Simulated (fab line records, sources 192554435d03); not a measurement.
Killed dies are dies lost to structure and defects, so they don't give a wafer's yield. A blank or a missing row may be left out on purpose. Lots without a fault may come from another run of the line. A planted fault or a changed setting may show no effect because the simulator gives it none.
Which tool did it? | flow n5_finfet | 7 lots, 21 wafers sampled, at 1 step of a route of 1938

WHAT THE GAUGES READ, wafer by wafer
N5_DUMMY_GATE_OVL_MEAS_16.
lot  | measured    | on         | GATE_OVL (nm)
L527 | day 3 14:10 | overlay-02 | 0.7 0.0 -0.2
L531 | day 4 11:11 | overlay-01 | 1.5 0.8 1.0
L537 | day 5 23:43 | overlay-01 | 0.6 0.4 0.7
L540 | day 6 16:25 | overlay-02 | 0.7 0.2 0.2
L542 | day 7 04:11 | overlay-01 | 1.2 2.0 1.7
L544 | day 7 17:07 | overlay-01 | 0.0 -0.2 0.0
L547 | day 8 11:27 | overlay-02 | 0.1 -1.4 -0.2

WHICH TOOL RAN EACH LOT (tool, then ch and the chambers of the sampled wafers, then the start)
The record holds no process step before these readings.

THE ANSWER, worked out from the rows above alone
Rule: what is usual is taken from the lots themselves. Put in order of their means at a reading, lots are off if they are a third of the lots or fewer, leave a main group of 4 or more, and stand apart from it by a gap of 3 or more times the standard deviation of the main group's means; of several such gaps the widest counts. A main group whose means are all the same, to the digits that the tables above print for the reading, isn't used. A lot without any number at a reading at which 4 lots or more have one is off too. The other lots that the step has rows for count as sound.
No lot is off at any reading shown: from this, nothing can be told.

WHAT THE SIMULATOR HAD PUT IN
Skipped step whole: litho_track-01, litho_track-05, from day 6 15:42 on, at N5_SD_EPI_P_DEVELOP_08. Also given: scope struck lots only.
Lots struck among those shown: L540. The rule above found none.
